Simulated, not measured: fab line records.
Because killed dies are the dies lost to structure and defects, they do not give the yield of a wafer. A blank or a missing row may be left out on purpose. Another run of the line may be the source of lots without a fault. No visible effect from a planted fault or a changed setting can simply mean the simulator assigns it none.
A struck lot beside a sound one | flow n5Finfet | 15 out of 1938 route steps
Sound: wafers L816.2, L816.4, L816.5. Struck: wafer L832.5 (L832.1, L832.2, from the same lot, were not struck and are left out); the cause is given at the end.
At each step with rows: each side's tool, then ch and its chambers, then its first start. Under that, the readings that differ: sound wafers | struck wafers | difference of the means | sigmas: that difference in standard deviations of wafers without a fault.
alike: readings with means less than 2 such deviations apart, plus words and numbers identical on both sides. not compared: withheld readings, readings lacking a value on some wafer, bounds such as >300 that could conceal the same value, and numbers that have no deviation in the record and whose values overlap.
The two part at a step that has a row with sigmas, a row that says differs or no value, or rows on one side only. Non-overlapping numbers with no deviation appear without sigmas and do not part them. Lack of a reading on every wafer of one side parts them only where that side has two or more wafers.

first, 1 step without rows for these wafers: N5_BEOL_M2_CMP_52 (polishes, stops on SiOC, t overpolish 6.8 s, target thk 40 nm).
N5_BEOL_M2_THK_MEAS_53: measures by xrf.
  sound on filmMetro-01, day 7 17:40; struck on filmMetro-01, day 11 21:20
  alike: M2_THK
N5_BEOL_M2_PRE_CLEAN_60: time 15 s.
  sound on cvdCo-01 ch 0,1,2, day 7 17:42; struck on cvdCo-01 ch 1, day 11 21:22
  alike: heaterPowerOuterW, heaterPowerW
  not compared: sinceWetCleanH
N5_BEOL_M2_CO_CAP_55: material Co, precursor CCTBA/H2, target thk 2 nm, time 102.1 s.
  sound on cvdCo-01 ch 0,1,2, day 7 17:44; struck on cvdCo-01 ch 1, day 11 21:25
  alike: heaterPowerOuterW, heaterPowerW
  not compared: sinceWetCleanH
then, 2 steps without rows for these wafers: N5_BEOL_M2_PRE_CLEAN_56 (time 15 s); N5_BEOL_M2_DEP_57 (deposits SiCN from 3MS/NH3, target thk 8 nm, time 14 s).
N5_BEOL_M2_RS_MEAS_58: a four-point-probe measurement.
  sound on filmMetro-01, day 7 17:56; struck on filmMetro-02, day 11 21:37
  alike: M2_RS
N5_BEOL_M2_INSPECT_59: inspects for defects (darkfield).
  sound on defectInspect-02, day 7 17:57; struck on defectInspect-01, day 11 21:38
  alike: rawDefectCount
N5_BEOL_M3_ILD_DEP_00: deposits SiOC from DEMS/O2, target thk 79 nm, time 15.3 s.
  sound on pecvd-04 ch 0,1,2, day 7 17:59; struck on pecvd-02 ch 0, day 11 21:40
  alike: heaterPowerOuterW, heaterPowerW, showerheadPlenumPTorr, showerheadVppV, throttleValvePct
  not compared: sinceWetCleanH
N5_BEOL_M3_THK_MEAS_01:
  sound on filmMetro-01, day 7 18:04; struck on filmMetro-01, day 11 21:44
  alike: M3_ILD_THK
N5_BEOL_M3_PECVD_72: deposits SiO2 from TEOS/O2, target thk 16 nm, time 18 s.
  sound on pecvd-04 ch 0,1, day 7 18:05; struck on pecvd-04 ch 1, day 11 21:46
  alike: heaterPowerOuterW, heaterPowerW, showerheadPlenumPTorr, showerheadVppV, throttleValvePct
  not compared: sinceWetCleanH
N5_BEOL_M3_HM_DEP_02: deposits TiN, target thk 20 nm.
  sound on pvdSputter-03, day 7 18:47; struck on pvdSputter-01, day 11 22:44
  alike: throttleValvePct
N5_BEOL_M3_COAT_61: time 60 s, resist thk 60 nm.
  sound on lithoTrack-02 ch 0, day 7 18:55; struck on lithoTrack-02 ch 0, day 11 22:52
reading               | sound             | struck | difference | sigmas
heaterPowerTotalW (W) | 503.3 501.6 500.9 | 570.5  | +68.6      | +38
runLengthS (s)        | 66.04 65.86 65.91 | 54.15  | -11.79     | -91
then, 1 step without rows for these wafers: N5_BEOL_M3_COAT_62 (time 60 s, resist thk 12 nm).
N5_BEOL_M4_RC_MEAS_101:
  sound on prober-01 ch 0, day 8 19:48; struck on prober-01 ch 0, day 12 22:38
  alike: DIBL_N, DIBL_P, IOFF_N, IOFF_P, ION_N, ION_P, SS_N, SS_P, VT_N, VT_P

## WHERE THEY PART
Only at N5_BEOL_M3_COAT_61, within this record. Later steps at which nothing parts them and some readings are alike: N5_BEOL_M4_RC_MEAS_101.

WHY: the cause the simulator had injected
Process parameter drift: lithoTrack-02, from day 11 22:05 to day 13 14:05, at N5_BEOL_M3_COAT_61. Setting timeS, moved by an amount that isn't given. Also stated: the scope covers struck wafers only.
